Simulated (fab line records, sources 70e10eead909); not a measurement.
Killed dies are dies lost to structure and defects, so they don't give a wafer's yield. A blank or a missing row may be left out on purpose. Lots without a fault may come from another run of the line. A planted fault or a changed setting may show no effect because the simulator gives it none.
A struck lot beside a sound one | flow nand_harc | 14 steps out of a route of 1302
Sound: wafers L250.1, L250.2, L250.3. Struck: wafers L260.3, L260.4. (L260.5 of the same lot was not struck and is left out.) The cause comes at the end.
At each step with rows: each side's tool, then ch and its chambers, then its first start. Under that, the readings that differ: sound wafers | struck wafers | difference of the means | sigmas: that difference in standard deviations of wafers without a fault.
alike: readings whose means differ by less than 2 such deviations, and words and numbers that are the same on both sides. not compared: withheld readings, readings that some wafer has no value for, bounds like >300 that may hide the same value, and numbers for which the record gives no deviation and whose values overlap.
The two part at a step that has a row with sigmas, a row that says differs or no value, or rows on one side only. Numbers that don't overlap but have no deviation are shown without sigmas and don't part them. A reading that every wafer of one side lacks parts them only if that side has two wafers or more.

first, 1 step without rows for these wafers: NHARC_A_BLC_DESCUM_15 (chemistry O2, time 3 s).
NHARC_A_BLC_ETCH_16: etches the open film in CF4, target depth 39 nm, time 65 s.
  sound on rie_diel-08 ch 0,1,3, day 23 07:42; struck on rie_diel-09 ch 0,1, day 27 09:46
  reading                | sound    | struck | difference | sigmas
  rf_hours_counter_h (h) | 14 14 14 | 47 43  | +31        |
  alike: drypump_motor_current_A, oes_product_au, rf_vpp_V, showerhead_plenum_p_Torr, throttle_valve_pct
NHARC_A_BLC_ETCH_17: etches the open film in N2/H2, target depth 390 nm, time 609.38 s.
  sound on rie_diel-08 ch 0,1,2; struck on rie_diel-09 ch 0,2
  reading                | sound             | struck      | difference | sigmas
  oes_product_au (a.u.)  | 0.990 0.993 1.001 | 1.013 1.012 | +0.018     | +2
  rf_hours_counter_h (h) | 14 14 14          | 24 47       | +22        |
  alike: drypump_motor_current_A, rf_vpp_V, showerhead_plenum_p_Torr, throttle_valve_pct
NHARC_A_BLC_ETCH_18: etches the open film in C4F8/O2/Ar, target depth 910 nm.
  sound on rie_diel-08 ch 1,2,3; struck on rie_diel-09 ch 1,2
  reading                | sound    | struck | difference | sigmas
  rf_hours_counter_h (h) | 15 14 14 | 24 43  | +19        |
  alike: oes_product_au, rf_vpp_V
NHARC_A_BLC_CD_MEAS_19:
  sound on cd_sem-02, day 23 08:53; struck on cd_sem-01, day 27 10:38
  alike: cd_nm
NHARC_A_BLC_STRIP_29: strips in CF4.
  sound on rie_diel-08 ch 0,1,2, day 23 08:58; struck on rie_diel-08 ch 0,3, day 27 10:42
  reading                | sound          | struck    | difference | sigmas
  rf_hours_counter_h (h) | 14 14 14       | 6 5       | -8         |
  rf_vpp_V (V)           | 58.3 57.5 59.4 | 60.1 60.7 | +2.0       | +2
  alike: drypump_motor_current_A, oes_product_au, showerhead_plenum_p_Torr, throttle_valve_pct
then, 5 steps without rows for these wafers: NHARC_A_BLC_STRIP_21 (strips in O2); NHARC_A_BLC_STRIP_22 (strips in post etch residue remover, time 600 s); NHARC_A_BLC_DEGAS_30 (time 60 s); NHARC_A_BLC_PRE_CLEAN_31 (time 15 s); NHARC_A_BLC_PVD_32 (deposits Ti, target thk 5 nm, time 17.7 s).
NHARC_A_BLC_ALD_23: deposits TiN, target thk 3 nm, pulse time 1 s, ald cycles 150.
  sound on ald_metal-01 ch 0,2,3, day 23 09:43; struck on ald_metal-01 ch 2,3, day 27 11:29
  alike: heater_power_w, precursor_pulse_height_rel
NHARC_A_BLC_CVD_24: deposits W, target thk 150 nm, time 434 s.
  sound on cvd_w-01 ch 0,1, day 23 09:55; struck on cvd_w-01 ch 0,1, day 27 11:56
  alike: heater_power_w, throttle_valve_pct
NHARC_A_BLC_CMP_25: polishes, t overpolish 30 s, target thk 150 nm.
  sound on cmp-01 ch 1,2,3, day 23 10:28; struck on cmp-03 ch 1,2, day 27 12:22
  reading                | sound          | struck    | difference | sigmas
  time_to_endpoint_s (s) | 26.8 29.2 26.7 | 57.6 57.5 | +30.0      | +14
  alike: motor_current_A, overpolish_run_s, slurry_flow_ml_min

WHERE THEY PART
First at NHARC_A_BLC_ETCH_17; last, within this record, at NHARC_A_BLC_CMP_25.

WHY: what the simulator had put in
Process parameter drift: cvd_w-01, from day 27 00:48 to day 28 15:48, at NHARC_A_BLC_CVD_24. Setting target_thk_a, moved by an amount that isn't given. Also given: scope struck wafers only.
